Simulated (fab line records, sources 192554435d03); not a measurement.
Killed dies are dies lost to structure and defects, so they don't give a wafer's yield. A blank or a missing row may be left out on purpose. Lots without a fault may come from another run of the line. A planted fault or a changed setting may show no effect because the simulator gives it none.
Chamber matching | flow n5_finfet | N5_HKMG_FIN_ALD_74 on ald_hk-03: 4 sister chambers
The step deposits La2O3, target thk 0.5 nm, pulse time 6 s, co reactant pulse time 1 s. 16 wafers are shown with their chamber, then 8 later ones without.

WAFERS WITH THEIR CHAMBER
wafer  | chamber | heater_power_w (W) | precursor_pulse_height_rel
L075.1 | 2       | 381                | 0.974
L075.3 | 1       | 349                | 1.010
L075.6 | 3       | 388                | 1.001
L076.2 | 2       | 381                | 1.011
L076.3 | 1       | 351                | 1.001
L076.5 | 0       | 331                | 0.972
L077.2 | 3       | 391                | 0.991
L077.4 | 1       | 357                | 0.992
L077.6 | 1       | 351                | 1.009
L080.1 | 1       | 350                | 0.995
L080.3 | 2       | 369                | 0.980
L080.4 | 3       | 387                | 1.010
L084.2 | 3       | 389                | 1.001
L084.4 | 0       | 324                | 0.963
L084.5 | 3       | 391                | 0.985
L086.2 | 3       | 402                | 1.001

SIGNATURES (means of the wafers above)
reading                    | chamber 0 | chamber 1 | chamber 2 | chamber 3 | scatter within a chamber
heater_power_w             | 327.50    | 351.60    | 377.00    | 391.33    | 5.07
precursor_pulse_height_rel | 0.96750   | 1.00140   | 0.98833   | 0.99817   | 0.0111
Rule: a wafer's distance from a chamber is the root of the sum, over the readings, of the square of ((its reading less the chamber's mean) divided by the reading's scatter). The wafer belongs to the nearest chamber; if the next one is less than 2 further off, it can't be placed. The scatter: the root of (the sum of the squares of (reading less its chamber's mean) over the shown wafers, divided by (wafers less chambers)).

WAFERS WITHOUT THEIR CHAMBER
wafer  | heater_power_w (W) | precursor_pulse_height_rel
L086.4 | 354                | 1.007
L086.5 | 395                | 0.981
L094.3 | 359                | 0.985
L094.4 | 375                | 0.998
L094.5 | 348                | 0.974
L095.1 | 358                | 1.011
L095.3 | 370                | 1.009
L095.4 | 328                | 0.971

WHICH CHAMBER EACH WENT THROUGH
wafer  | from the rows above          | in truth
L086.4 | 1                            | 1
L086.5 | can't be placed: 3 or 2      | 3
L094.3 | can't be placed: 1 or 2      | 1
L094.4 | 2                            | 2
L094.5 | can't be placed: 1 or 0      | 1
L095.1 | 1                            | 1
L095.3 | can't be placed: 2 or 1 or 3 | 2
L095.4 | 0                            | 0
Placed correctly: 4 of 8. Can't be placed from these rows: 4 (the true chamber is among the candidates in 4). Placed wrongly: 0.
